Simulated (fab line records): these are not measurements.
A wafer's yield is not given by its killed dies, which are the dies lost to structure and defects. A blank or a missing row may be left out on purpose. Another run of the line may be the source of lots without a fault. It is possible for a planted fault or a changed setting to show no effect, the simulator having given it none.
Problem report in the 8D (eight disciplines) form, filled by code ; flow nandHarc ; the parts of the form that need people (team, actions taken, sign-off) are left out

## 1. WHAT WENT WRONG
Wafers without a fault read 1.5 %, standard deviation 0.57; sort_bin_2_pct at NHARC_END_SORT_01 reads a mean of 96.0 % on 2 wafers belonging to 2 lots. So: +99 or more standard deviations from the usual mean.
First observed at day 23 06:07: wafer L105.2, on prober-02. The record has a number at this step for 18 wafers belonging to 6 lots. The rule behind "out" and "out of limits": a value lying over 4 standard deviations away from the usual mean. All remaining wafers that have a number are taken as sound.

## 2. WHAT IT IS, WHAT IT ISN'T
question;is;is not
which readings at this step;sort_bin_2_pct, defectLimitedYield, killedAtArray, killedDies, sortNPass, sortRimYieldPct, sortYieldPct;killedAtOther, killedAtPeriphery, killedOpen, killedShort, sort_bin_3_pct
which lots;L105, L106;L109, L110, L111, L996
which wafers of those lots;L105.2, L106.4;L105.3, L105.5, L106.5, L106.6
read on which gauges;prober-02;prober-01
when;from day 23 06:07;"up to then (6 sound wafers); but 10 sound wafers of L105, L106, L110, L111 came after"

## 3. WHAT RULES OUT EACH SUSPECT
Counting: any tool at a process step up to the reading remains a suspect provided it ran every lot that is out. Sound lots after the first of them don't rule it out here, since some wafers of a struck lot are sound.
- the gauge at NHARC_END_SORT_01: kept. All the wafers that are out were read on prober-02, and no step on other tools shows them out.
- pecvd-01 at NHARC_A_M0_DEP_00 (deposits SiOC, target thk 150 nm): kept. It ran every lot that is out, first L105 (day 20 10:34); its last sound lot up to then is L996 (day 17 17:25).
- rtpAnneal-02 at NHARC_THIN_TSV_ANNEAL_52 (time 90 s): kept. It ran every lot that is out, first L105 (day 21 19:21); its last sound lot up to then is L109 (day 21 17:58).
The count leaves pecvd-01 at NHARC_A_M0_DEP_00, rtpAnneal-02 at NHARC_THIN_TSV_ANNEAL_52, and prober-02 at NHARC_END_SORT_01.

## 4. THE CAUSE (what the simulator had put in)
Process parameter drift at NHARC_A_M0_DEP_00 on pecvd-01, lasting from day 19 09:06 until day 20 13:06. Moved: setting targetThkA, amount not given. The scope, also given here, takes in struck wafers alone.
Counting left 3 suspects, and this tool is among them.

## 5. THE EFFECT CHAIN, in route order
Rows list readings where the struck wafers' mean (over those with a number) sits beyond 3 standard deviations from the usual. Only readings for which the record gives a usual standard deviation are gone through. hours: the time from each lot's start at the first step in this table that gives one to its start at this step, as a median over the lots. sigmas: the change in usual standard deviations.
hours;step;reading;usual;on struck wafers;change;sigmas
0;NHARC_END_SORT_01;defectLimitedYield;95.3 %;0.1;-95.2;-73
0;NHARC_END_SORT_01;killedAtArray;28;676;+648;+71
0;NHARC_END_SORT_01;killedDies;32;676;+644;+72
0;NHARC_END_SORT_01;sort_bin_2_pct;1.5 %;96.0;+94.5;+99 or more
0;NHARC_END_SORT_01;sortNPass;645;1;-644;-72
0;NHARC_END_SORT_01;sortRimYieldPct;93 %;1;-92;-28
0;NHARC_END_SORT_01;sortYieldPct;95.3 %;0.1;-95.2;-73

## 6. HOW IT WOULD HAVE BEEN CAUGHT EARLIER
93 hours passed between the start of the fault at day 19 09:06 and the first reading out of limits at a measuring or inspecting step in this record, taken at day 23 06:07.
By day 23 06:07 the whole set of lots that are out, 2 in number, had already begun NHARC_A_M0_DEP_00 on pecvd-01. Tool hold at that time: it would have spared none of them.
